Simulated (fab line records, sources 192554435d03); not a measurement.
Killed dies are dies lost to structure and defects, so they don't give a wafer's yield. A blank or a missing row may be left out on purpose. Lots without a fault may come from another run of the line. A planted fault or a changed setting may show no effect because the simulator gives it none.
fab line records | flow n5_finfet
record lots=9 wafers=27 last_day=17
route steps=1938 shown MOL_CONTACT_COAG@577 BEOL_M4@1111 PASSIVATION@1936
lots that met no fault: from a run of the same line without faults
start_h: hours from the record's first day to the start of the lot's first wafer shown | wait_h: hours since the lot's step before | " the same as in the row above | L1.1+2: a row that stands for several wafers | - no value, or no start given | * or withheld: withheld | < > ~ a bound
route shown NAME@n: a module of which the file shows steps, and the number in the route of the first | usual: mean/standard deviation of fault-free wafers | same: alike in all rows | chamber/n: place in a boat | sites: the reading at each site | _std_site: their standard deviation | _edge_site: outer sites' mean less inner sites' | radius_mm: how far each site lies from the wafer's centre | mask NAME#n: copy n | behind: the tool/chamber that last shaped the wafer | hold: why the lot was held/for how many hours/how that ended | device: the transistor (n, p or np) that didn't switch | end of line: the same wafers' tests at the end of the route | a step without rows: its recipe alone | killed: dies lost to structure and defects at the first sort, not the wafer's yield | map: a wafer's dies, x killed, . not, _ none there
set.NAME: the setting as run; set.NAME@STEP: as run at that earlier step | model.NAME: the simulator's own value behind a step, which no gauge read
steps of the route over a sample of lots; a table a step, a row a wafer
services: from which hour (start_h, from the record's first day; less than 0 if before it) a tool's chamber was out of use, for how many hours, and why
## steps
# step N5_MOL_CONTACT_COAG_ETCH_89
# recipe chemistry=N2/H2 target=underlayer target_depth_a=130 mask_material=CAR-EUV time_s=10.4 ion_energy_ev=200 pressure_mtorr=30 source_w=840 bias_w=150 n2_flow_sccm=200 h2_flow_sccm=200 ends=cleared
# usual drypump_motor_current_A=5.7/0.35 etch_rf_on_time_s=10.31/0.14 oes_product_au=0.69/0.089 rf_vpp_V=523.5/2.1 showerhead_plenum_p_Torr=2.53/0.07 throttle_valve_pct=17.78/0.29
# columns lot.wafer tool chamber start_h wait_h drypump_motor_current_A etch_rf_on_time_s oes_product_au rf_hours_counter_h rf_vpp_V showerhead_plenum_p_Torr throttle_valve_pct
L126.2 rie_diel-01 2 98.88 0.0 5.8 10.43 0.79 20 523.0 2.49 17.40
L126.3 " 0 " " 5.2 10.37 0.57 244 522.7 2.50 18.13
L126.5 " 1 " " 5.5 10.50 0.60 - 522.6 2.52 18.20
L128.2 rie_diel-01 2 112.44 0.0 5.8 10.31 0.78 24 523.3 2.49 17.40
L128.4 " 2 " " 5.8 10.32 0.78 - 523.5 2.49 17.42
L128.5 " 1 " " 5.6 10.40 0.61 - 524.2 2.52 18.21
L131.3 rie_diel-01 0 128.03 0.0 5.2 10.45 0.56 254 523.4 2.50 18.15
L131.4 " 1 " " 5.5 10.53 0.60 - 522.7 2.52 18.22
L131.6 " 0 " " 5.2 10.42 0.56 - 521.3 2.50 18.14
L132.1 rie_diel-01 1 134.20 0.0 5.6 10.43 0.59 207 524.9 2.52 18.22
L132.3 " 2 " " 5.7 10.17 0.77 34 522.6 2.49 17.43
L132.4 " 2 " " 5.7 10.33 0.78 - 523.0 2.49 17.41
L135.1 rie_diel-01 0 151.94 0.0 5.2 10.39 0.55 264 521.3 2.49 18.16
L135.3 " 2 " " 5.7 10.41 0.74 42 522.8 2.48 17.42
L135.6 " 1 " " 5.5 10.49 0.59 - 522.8 2.51 18.25
L142.1 rie_diel-02 1 194.75 0.0 5.9 10.28 0.76 23 521.0 2.49 17.63
L142.2 " 3 " " 5.2 10.21 0.63 191 526.3 2.64 17.75
L142.4 " 2 " " 5.7 10.19 0.74 44 521.8 2.49 17.66
L143.1 rie_diel-06 0 198.18 0.0 5.3 10.20 0.71 60 527.5 2.70 17.76
L143.2 " 3 " " 6.2 10.38 0.58 237 519.4 2.41 18.11
L143.4 " 2 " " 5.7 10.08 0.77 24 522.1 2.48 17.60
L144.1 rie_diel-02 3 205.54 0.0 5.2 10.19 0.63 195 525.9 2.64 17.75
L144.2 " 1 " " 5.8 10.40 0.76 27 523.9 2.49 17.66
L144.6 " 1 " " 5.9 10.33 0.76 - 525.0 2.49 17.65
L145.1 rie_diel-06 3 211.15 0.0 6.2 10.41 0.58 241 519.6 2.41 18.13
L145.3 " 1 " " 5.6 10.43 0.62 181 524.4 2.52 17.65
L145.6 " 0 " " 5.3 10.24 0.70 - 527.4 2.70 17.78
# step N5_MOL_CONTACT_COAG_ETCHBACK_132
# recipe chemistry=CHF3 target=SiO2 target_depth_a=100 time_s=6.7 ion_energy_ev=200 pressure_mtorr=30 source_w=610 bias_w=170 Ar_flow_sccm=200 CHF3_flow_sccm=50
# usual drypump_motor_current_A=5.7/0.35 oes_product_au=0.81/0.1 rf_vpp_V=524/3.3 showerhead_plenum_p_Torr=2.37/0.068 throttle_valve_pct=18.62/0.26
# columns lot.wafer tool chamber start_h wait_h drypump_motor_current_A oes_product_au rf_hours_counter_h rf_vpp_V showerhead_plenum_p_Torr throttle_valve_pct
L126.2 rie_diel-01 1 99.18 0.1 5.5 0.71 193 527 2.36 19.11
L126.3 " 3 " " 6.5 0.69 246 529 2.36 18.88
L126.5 " 1 " " 5.5 0.70 - 530 2.36 19.11
L128.2 rie_diel-01 1 112.77 0.2 5.5 0.70 198 529 2.36 19.12
L128.4 " 2 " " 5.7 0.91 - 525 2.34 18.24
L128.5 " 0 " " 5.2 0.67 - 524 2.34 18.96
L131.3 rie_diel-01 1 128.31 0.1 5.6 0.70 204 528 2.36 19.14
L131.4 " 0 " " 5.1 0.66 - 525 2.34 18.99
L131.6 " 2 " " 5.7 0.90 - 523 2.33 18.25
L132.1 rie_diel-01 1 134.48 0.1 5.5 0.70 207 529 2.36 19.14
L132.3 " 2 " " 5.7 0.90 34 525 2.33 18.24
L132.4 " 2 " " 5.7 0.88 - 524 2.33 18.23
L135.1 rie_diel-02 2 152.48 0.4 5.6 0.90 28 521 2.33 18.44
L135.3 " 0 " " 5.8 0.73 166 530 2.47 18.45
L135.6 " 1 " " 5.8 0.94 - 520 2.34 18.43
L142.1 rie_diel-01 3 195.06 0.1 6.4 0.92 18 526 2.35 18.57
L142.2 " 0 " " 5.2 0.96 4 524 2.34 18.55
L142.4 " 1 " " 5.5 0.68 234 529 2.35 19.19
L143.1 rie_diel-06 3 198.45 0.1 6.2 0.69 237 517 2.25 18.80
L143.2 " 2 " " 5.7 0.91 24 518 2.33 18.54
L143.4 " 1 " " 5.6 0.74 178 522 2.36 18.60
L144.1 rie_diel-06 2 205.84 0.1 5.7 0.91 25 518 2.33 18.55
L144.2 " 3 " " 6.2 0.68 239 519 2.25 18.83
L144.6 " 3 " " 6.2 0.69 - 517 2.25 18.82
L145.1 rie_diel-01 0 211.60 0.3 5.2 0.96 10 523 2.33 18.57
L145.3 " 3 " " 6.4 0.93 23 527 2.35 18.55
L145.6 " 1 " " 5.5 0.68 - 528 2.35 19.21
# step N5_MOL_CONTACT_COAG_OVL_MEAS_41
# recipe points_per_wafer=522
# usual VD_OVL=-0.5/0.63
# columns lot.wafer tool chamber start_h wait_h VD_OVL[nm]
L126.2 overlay-01 0 100.02 0.0 -0.5
L126.3 " 0 " " -0.9
L126.5 " 0 " " -0.2
L128.2 overlay-02 0 113.62 0.0 1.1
L128.4 " 0 " " 1.2
L128.5 " 0 " " 0.6
L131.3 overlay-02 0 129.16 0.0 -1.4
L131.4 " 0 " " -0.1
L131.6 " 0 " " -0.4
L132.1 overlay-02 0 135.45 0.0 -0.7
L132.3 " 0 " " -0.1
L132.4 " 0 " " -1.5
L135.1 overlay-02 0 153.46 0.0 -1.2
L135.3 " 0 " " -0.8
L135.6 " 0 " " -0.4
L142.1 overlay-01 0 196.03 0.0 -0.5
L142.2 " 0 " " 0.8
L142.4 " 0 " " 0.6
L143.1 overlay-01 0 199.30 0.0 -0.9
L143.2 " 0 " " -0.3
L143.4 " 0 " " -0.6
L144.1 overlay-02 0 206.68 0.0 0.3
L144.2 " 0 " " -0.3
L144.6 " 0 " " 0.3
L145.1 overlay-02 0 212.46 0.0 -0.8
L145.3 " 0 " " -0.6
L145.6 " 0 " " -0.6
# step N5_MOL_CONTACT_COAG_INSPECT_42
# recipe mode=adi inspect_instrument=brightfield
# usual raw_defect_count=188/48
# columns lot.wafer tool chamber start_h wait_h raw_defect_count
L126.2 defect_inspect-01 - 100.08 0.0 250
L126.3 " - " " 181
L126.5 " - " " 292
L128.2 defect_inspect-01 - 113.67 0.0 234
L128.4 " - " " 148
L128.5 " - " " 130
L131.3 defect_inspect-02 - 129.21 0.0 1487
L131.4 " - " " 1537
L131.6 " - " " 1586
L132.1 defect_inspect-01 - 135.51 0.1 1571
L132.3 " - " " 1634
L132.4 " - " " 1627
L135.1 defect_inspect-02 - 153.52 0.1 1633
L135.3 " - " " 1577
L135.6 " - " " 1659
L142.1 defect_inspect-02 - 196.09 0.1 246
L142.2 " - " " 204
L142.4 " - " " 210
L143.1 defect_inspect-02 - 199.36 0.1 187
L143.2 " - " " 194
L143.4 " - " " 276
L144.1 defect_inspect-02 - 206.74 0.1 294
L144.2 " - " " 180
L144.6 " - " " 207
L145.1 defect_inspect-02 - 212.52 0.1 236
L145.3 " - " " 158
L145.6 " - " " 175
# step N5_MOL_CONTACT_COAG_ETCH_67
# recipe chemistry=N2/H2 target=SOC target_depth_a=600 overetch_a=210 mask_material=SiARC temp_c=40 time_s=101.2 ion_energy_ev=200 pressure_mtorr=30 source_w=840 bias_w=150 n2_flow_sccm=200 h2_flow_sccm=200
# usual drypump_motor_current_A=5.7/0.35 oes_product_au=0.67/0.081 rf_vpp_V=523.5/2.5 showerhead_plenum_p_Torr=2.53/0.086 throttle_valve_pct=17.75/0.26
# columns lot.wafer tool chamber start_h wait_h drypump_motor_current_A oes_product_au rf_hours_counter_h rf_vpp_V showerhead_plenum_p_Torr throttle_valve_pct
L126.2 rie_diel-06 2 100.99 0.0 5.7 0.56 255 521.9 2.50 18.00
L126.3 " 3 " " 6.2 0.60 201 521.2 2.42 18.04
L126.5 " 1 " " 5.6 0.63 - 523.9 2.54 17.60
L128.2 rie_diel-06 3 114.23 0.0 6.2 0.59 207 520.6 2.42 18.04
L128.4 " 1 " " 5.6 0.63 - 523.5 2.53 17.60
L128.5 " 3 " " 6.2 0.59 - 519.7 2.42 18.02
L131.3 rie_diel-06 3 129.59 0.0 6.2 0.59 213 519.4 2.42 18.06
L131.4 " 1 " " 5.6 0.63 - 522.9 2.53 17.62
L131.6 " 0 " " 5.3 0.72 - 527.7 2.71 17.70
L132.1 rie_diel-01 1 136.38 0.0 5.5 0.59 208 523.8 2.52 18.19
L132.3 " 0 " " 5.2 0.54 257 523.2 2.50 18.11
L132.4 " 0 " " 5.2 0.55 - 520.6 2.50 18.12
L135.1 rie_diel-06 1 154.12 0.0 5.6 0.62 170 524.0 2.53 17.62
L135.3 " 0 " " 5.3 0.71 45 527.7 2.70 17.71
L135.6 " 0 " " 5.3 0.71 - 529.0 2.70 17.72
L142.1 rie_diel-06 1 196.83 0.0 5.6 0.61 177 521.9 2.53 17.65
L142.2 " 2 " " 5.7 0.75 23 522.0 2.49 17.57
L142.4 " 3 " " 6.1 0.57 237 520.2 2.41 18.09
L143.1 rie_diel-02 2 199.85 0.0 5.7 0.72 46 523.1 2.48 17.62
L143.2 " 3 " " 5.2 0.61 193 526.2 2.64 17.71
L143.4 " 1 " " 5.8 0.74 25 521.4 2.49 17.61
L144.1 rie_diel-02 0 207.19 0.0 5.9 0.59 186 525.9 2.63 17.64
L144.2 " 2 " " 5.7 0.72 48 523.3 2.48 17.62
L144.6 " 0 " " 5.9 0.59 - 526.9 2.63 17.64
L145.1 rie_diel-01 1 212.90 0.0 5.5 0.57 241 522.3 2.50 18.24
L145.3 " 0 " " 5.2 0.80 10 523.0 2.49 17.66
L145.6 " 1 " " 5.6 0.57 - 523.3 2.50 18.24
# step N5_BEOL_M4_RC_MEAS_101
# usual DIBL_N=36.1/1.3 DIBL_P=36.1/1.7 IOFF_N=0.154/0.022 IOFF_P=0.201/0.024 ION_N=675/8.9 ION_P=462/5.9 SS_N=71.5/0.49 SS_P=73.3/0.58 VT_N=250.0/2.7 VT_P=-251.3/2.7
# columns lot.wafer tool chamber start_h wait_h DIBL_N[mV/V] DIBL_P[mV/V] IOFF_N[nA/um] IOFF_P[nA/um] ION_N[uA/um] ION_P[uA/um] SS_N[mV/dec] SS_P[mV/dec] VT_N[mV] VT_P[mV]
L126.2 prober-01 0 164.01 0.2 35.6 34.7 0.148 0.194 674 468 71.6 73.1 249.6 -251.0
L126.3 " 0 " " 35.7 34.9 0.151 0.200 688 470 72.3 73.5 249.3 -249.6
L126.5 " 0 " " 35.3 34.9 0.147 0.196 678 463 72.2 72.6 247.7 -250.2
L128.2 prober-01 0 170.57 0.2 36.8 37.7 0.168 0.185 678 452 72.2 73.7 250.7 -254.7
L128.4 " 0 " " 36.0 36.4 0.146 0.172 662 452 71.3 73.7 251.7 -253.2
L128.5 " 0 " " 37.6 38.3 0.165 0.184 676 448 72.1 73.5 250.3 -254.9
L131.3 prober-01 0 193.75 0.3 35.5 35.7 0.139 0.213 673 460 72.1 73.3 251.8 -249.5
L131.4 " 0 " " 35.4 34.5 0.133 0.200 656 459 71.7 72.9 253.1 -248.3
L131.6 " 0 " " 35.1 34.4 0.133 0.200 663 461 71.3 72.8 249.9 -248.9
L132.1 prober-01 0 199.47 0.0 35.3 36.2 0.149 0.205 684 467 71.1 72.6 248.5 -249.8
L132.3 " 0 " " 35.0 35.3 0.136 0.181 676 468 70.5 72.9 251.2 -249.1
L132.4 " 0 " " 35.2 35.5 0.145 0.195 682 468 70.8 73.2 248.5 -248.5
L135.1 prober-02 0 231.69 0.0 35.2 34.1 0.136 0.174 662 452 71.4 72.9 253.5 -250.5
L135.3 " 0 " " 35.0 35.0 0.151 0.192 672 460 71.7 73.4 252.1 -250.9
L135.6 " 0 " " 36.8 36.7 0.176 0.218 679 462 71.6 74.1 247.8 -250.6
L142.1 prober-01 0 262.90 0.0 36.7 38.5 0.165 0.205 672 457 72.0 73.8 250.8 -254.0
L142.2 " 0 " " 37.5 40.4 0.185 0.235 682 459 71.9 74.1 251.0 -249.4
L142.4 " 0 " " 35.5 37.5 0.140 0.195 654 449 71.7 73.5 254.2 -251.7
L144.1 prober-02 0 284.72 0.0 36.0 36.7 0.141 0.183 668 455 70.9 73.6 250.3 -252.3
L144.2 " 0 " " 36.6 36.9 0.141 0.189 667 456 71.6 73.5 252.9 -256.0
L144.6 " 0 " " 34.9 35.4 0.122 0.162 659 453 70.7 72.5 253.9 -256.0
L143.1 prober-02 0 287.81 0.0 36.5 37.5 0.156 0.221 674 468 71.2 73.8 251.3 -248.6
L143.2 " 0 " " 36.1 37.5 0.160 0.216 676 470 72.1 72.7 251.1 -247.2
L143.4 " 0 " " 35.8 37.1 0.146 0.205 665 464 72.0 72.9 253.0 -247.0
L145.1 prober-01 0 289.51 0.0 35.4 35.5 0.150 0.197 676 465 71.8 72.6 249.4 -252.2
L145.3 " 0 " " 34.2 33.2 0.120 0.163 666 456 71.3 72.9 252.3 -252.5
L145.6 " 0 " " 36.5 36.5 0.167 0.208 680 468 72.3 73.0 248.5 -249.7
# step N5_PASSIVATION_PROBE_49
# usual defect_limited_yield=90.9/1.3 killed_at_M0_to_M3=35/10 killed_at_M4_up=15/5.7 killed_at_contacts=14/6.4 killed_at_front_end=40/11 killed_at_other=4/3.1 killed_dies=108/16 killed_open=71/11 killed_short=34/7.7 sort_bin_5_function=5.4/0.9 sort_bin_6_memory=3.4/0.61 sort_n_pass=1072/16 sort_yield_pct=90.9/1.3
# same gross_dies=1180 killed_at_back_side=0 sort_bin_4_leakage[%]=0 sort_bin_8_speed[%]=0
# columns lot.wafer tool chamber start_h wait_h defect_limited_yield[%] killed_at_M0_to_M3 killed_at_M4_up killed_at_contacts killed_at_front_end killed_at_other killed_dies killed_open killed_short sort_bin_5_function[%] sort_bin_6_memory[%] sort_n_pass sort_yield_pct[%]
L131.3 prober-01 - 295.43 0.1 77.7 43 18 155 41 6 263 75 37 12.7 4.1 917 77.7
L131.4 prober-01 - 295.48 0.2 85.8 39 14 86 26 2 167 61 28 9.2 2.9 1013 85.8
L131.6 prober-01 - 295.58 0.3 78.9 42 13 167 27 0 249 56 30 12.5 4.5 931 78.9
L132.1 prober-01 - 299.79 0.0 83.5 31 11 116 27 10 195 68 38 9.1 4.0 985 83.5
L132.3 prober-01 - 299.89 0.1 81.9 17 9 138 39 11 214 61 41 8.4 4.7 966 81.9
L132.4 prober-01 - 299.94 0.2 83.6 15 4 134 39 2 194 54 25 8.8 3.1 986 83.6
# killed by level:class
L131.3 MOL_CONTACT_COAG:unspecified=147 BEOL_M0_SAQP:geometric_particle:short=11 BEOL_M4:geometric_particle:open=11 STI_FIN_REVEAL:geometric_particle:open=9 FIN_SAQP:geometric_particle:open=8 FIN_SAQP:geometric_particle:short=8 MOL_CONTACT_COAG:geometric_particle:open=8 BEOL_M3:geometric_particle:open=7
L131.4 MOL_CONTACT_COAG:unspecified=75 BEOL_M2:geometric_particle:open=13 BEOL_M3:geometric_particle:open=9 MOL_CONTACT_COAG:geometric_particle:open=9 STI_FIN_REVEAL:geometric_particle:open=8 FIN_SAQP:geometric_particle:open=5 BEOL_M0_SAQP:geometric_particle:short=5 BEOL_M4:geometric_particle:open=5
L131.6 MOL_CONTACT_COAG:unspecified=161 BEOL_M3:geometric_particle:open=12 FIN_SAQP:geometric_particle:open=9 BEOL_M2:geometric_particle:open=7 FIN_SAQP:geometric_particle:short=6 BEOL_M1:geometric_particle:short=5 BEOL_M0_SAQP:geometric_particle:open=5 STI_FIN_REVEAL:geometric_particle:open=4
L132.1 MOL_CONTACT_COAG:unspecified=85 MOL_CONTACT_COAG:geometric_particle:open=23 MOL_CONTACT_COAG:geometric_particle:short=8 BEOL_M0_SAQP:geometric_particle:short=7 BEOL_M1:geometric_particle:open=6 FIN_SAQP:geometric_particle:open=5 FIN_SAQP:geometric_particle:short=4 BEOL_M0_SAQP:geometric_particle:open=4
L132.3 MOL_CONTACT_COAG:unspecified=112 MOL_CONTACT_COAG:geometric_particle:open=20 FIN_SAQP:geometric_particle:short=15 STI_FIN_REVEAL:geometric_particle:open=6 MOL_CONTACT_COAG:geometric_particle:short=6 FIN_SAQP:geometric_particle:open=5 BEOL_M4:geometric_particle:open=5 PASS1_CAP:geometric_particle:short=5
L132.4 MOL_CONTACT_COAG:unspecified=111 MOL_CONTACT_COAG:geometric_particle:open=19 FIN_SAQP:geometric_particle:open=7 STI_FIN_REVEAL:geometric_particle:open=7 FIN_SAQP:geometric_particle:short=6 MOL_CONTACT_COAG:geometric_particle:short=4 HKMG_FIN:area_etch=4 BEOL_M1:geometric_particle:open=3
## services
# columns tool chamber start_h hours kind
rie_diel-02 1 106.75 - clean
rie_diel-02 1 106.75 - consumable_replace:focus_ring
rie_diel-02 1 106.75 23.7 scheduled_down
rie_diel-02 1 106.75 23.7 vent_cycle
rie_diel-06 2 112.37 4.9 repair
rie_diel-01 3 112.40 - clean
rie_diel-01 3 112.40 - consumable_replace:focus_ring
rie_diel-01 3 112.40 41.4 scheduled_down
rie_diel-01 3 112.40 41.4 vent_cycle
rie_diel-06 2 117.46 - clean
rie_diel-06 2 117.46 - consumable_replace:focus_ring
rie_diel-06 2 117.46 14.7 scheduled_down
rie_diel-06 2 117.46 14.7 vent_cycle
rie_diel-01 0 119.86 2.2 repair
rie_diel-01 0 154.18 - clean
rie_diel-01 0 154.18 - consumable_replace:focus_ring
rie_diel-01 0 154.18 33.0 scheduled_down
rie_diel-01 0 154.18 33.0 vent_cycle
rie_diel-06 1 164.44 9.9 repair
rie_diel-01 3 177.60 5.2 repair
rie_diel-06 1 183.55 8.8 repair
rie_diel-02 0 212.15 22.1 repair
## key
first_sign step=N5_MOL_CONTACT_COAG_INSPECT_42 reading=raw_defect_count direction=up sigmas=29 usual=188 struck=1590
effect step=N5_PASSIVATION_PROBE_49 reading=killed_at_contacts direction=up sigmas=19 usual=14 struck=133
more_kills_born_at N5_MOL_CONTACT_COAG_ETCH_89@rie_diel-01=691
met_at N5_MOL_CONTACT_COAG_ETCH_89
struck_lots L131,L132,L135
rows_end L135.1,L135.3,L135.6
not_acting_at N5_MOL_CONTACT_COAG_ETCHBACK_132,N5_MOL_CONTACT_COAG_OVL_MEAS_41,N5_MOL_CONTACT_COAG_ETCH_67
onset_between 112.44 128.03
fault kind=chamber_particle_source tool=rie_diel-01 chamber=- onset_h=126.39 steps=N5_MOL_CONTACT_COAG_ETCH_89 rate_per_visit_cm2=2.1888 until_the_next_wet_clean=True
# rows_end: these wafers met a further fault down the route, and their rows from its step on are left out
